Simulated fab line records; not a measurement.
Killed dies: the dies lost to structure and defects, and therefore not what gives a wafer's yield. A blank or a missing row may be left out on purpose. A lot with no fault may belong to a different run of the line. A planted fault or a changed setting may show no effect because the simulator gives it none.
The tool behind it: which one? :: flow nandHarc :: Sampling: 6 lots, 18 wafers, 4 of 1159 route steps

WHAT EACH GAUGE READ, for each wafer
NHARC_P_GATE_INSPECT_68.
lot: L355
measured: day 7 06:05
on: defectInspect-02
rawDefectCount: 276 133 192

lot: L357
measured: day 7 10:28
on: defectInspect-01
rawDefectCount: 93 128 93

lot: L361
measured: day 8 22:13
on: defectInspect-02
rawDefectCount: 177 206 1094

lot: L362
measured: day 9 04:42
on: defectInspect-01
rawDefectCount: 116 121 127

lot: L369
measured: day 10 20:58
on: defectInspect-02
rawDefectCount: 164 217 318

lot: L371
measured: day 10 21:51
on: defectInspect-01
rawDefectCount: 122 165 175

WHICH TOOL RAN EACH LOT (tool, then ch and the chambers of the sampled wafers, then the start)
lot: L355
NHARC_P_GATE_DESCUM_61: rieDiel-05 ch 0,2,3, day 7 01:17
NHARC_P_GATE_STRIP_112: plasmaAsher-01 ch 0,1, day 7 01:38
NHARC_P_GATE_STRIP_76: plasmaAsher-01 ch 0,1, day 7 01:53

lot: L357
NHARC_P_GATE_DESCUM_61: rieDiel-05 ch 1,2, day 7 05:41
NHARC_P_GATE_STRIP_112: plasmaAsher-01 ch 0,1, day 7 06:14
NHARC_P_GATE_STRIP_76: plasmaAsher-01 ch 0,1, day 7 06:26

lot: L361
NHARC_P_GATE_DESCUM_61: rieDiel-05 ch 0,2,3, day 8 17:37
NHARC_P_GATE_STRIP_112: plasmaAsher-01 ch 0,1, day 8 17:58
NHARC_P_GATE_STRIP_76: plasmaAsher-01 ch 0,1, day 8 18:14

lot: L362
NHARC_P_GATE_DESCUM_61: rieDiel-05 ch 2,3, day 8 23:54
NHARC_P_GATE_STRIP_112: plasmaAsher-02 ch 0,1, day 9 00:19
NHARC_P_GATE_STRIP_76: plasmaAsher-02 ch 0,1, day 9 00:33

lot: L369
NHARC_P_GATE_DESCUM_61: rieDiel-05 ch 0,2,3, day 10 15:12
NHARC_P_GATE_STRIP_112: plasmaAsher-02 ch 0,1, day 10 15:35
NHARC_P_GATE_STRIP_76: plasmaAsher-02 ch 0,1, day 10 15:50

lot: L371
NHARC_P_GATE_DESCUM_61: rieDiel-05 ch 1,2,3, day 10 16:04
NHARC_P_GATE_STRIP_112: plasmaAsher-02 ch 0,1, day 10 16:32
NHARC_P_GATE_STRIP_76: plasmaAsher-02 ch 0,1, day 10 16:47
- NHARC_P_GATE_DESCUM_61: chemistry O2, time 3 s.
- NHARC_P_GATE_STRIP_112: strips in N2/H2, time 200 s.
- NHARC_P_GATE_STRIP_76: strips in O2.

THE ANSWER, worked out from the rows above alone
Rule: usual is defined by the lots themselves. The widest of any qualifying gaps counts: lots, ordered by their means at a reading, are off when they make up no more than a third of the lots, leave a main group of 4 or more, and stand apart from it by 3 or more times the standard deviation of that group's means. Not used: any main group whose means are identical at the precision the tables above print for the reading. A lot without any number at a reading at which 4 lots or more have one is off too. All remaining lots with rows at the step are treated as sound.
Off, at NHARC_P_GATE_INSPECT_68 on rawDefectCount: L361. For the main group the mean is 163 and the standard deviation 48.
A tool fits if, at a process step before that reading, it ran every lot that is off, and no sound lot after the first of them. Gauges at NHARC_P_GATE_INSPECT_68: tried the same way as those tools. One fits: plasmaAsher-01 at NHARC_P_GATE_STRIP_112 and NHARC_P_GATE_STRIP_76. At NHARC_P_GATE_STRIP_112 its last sound lot is L357 (day 7 06:14), its first lot that is off L361 (day 8 17:58): a fault that began between those two fits.

WHAT HAD BEEN PUT IN BY THE SIMULATOR
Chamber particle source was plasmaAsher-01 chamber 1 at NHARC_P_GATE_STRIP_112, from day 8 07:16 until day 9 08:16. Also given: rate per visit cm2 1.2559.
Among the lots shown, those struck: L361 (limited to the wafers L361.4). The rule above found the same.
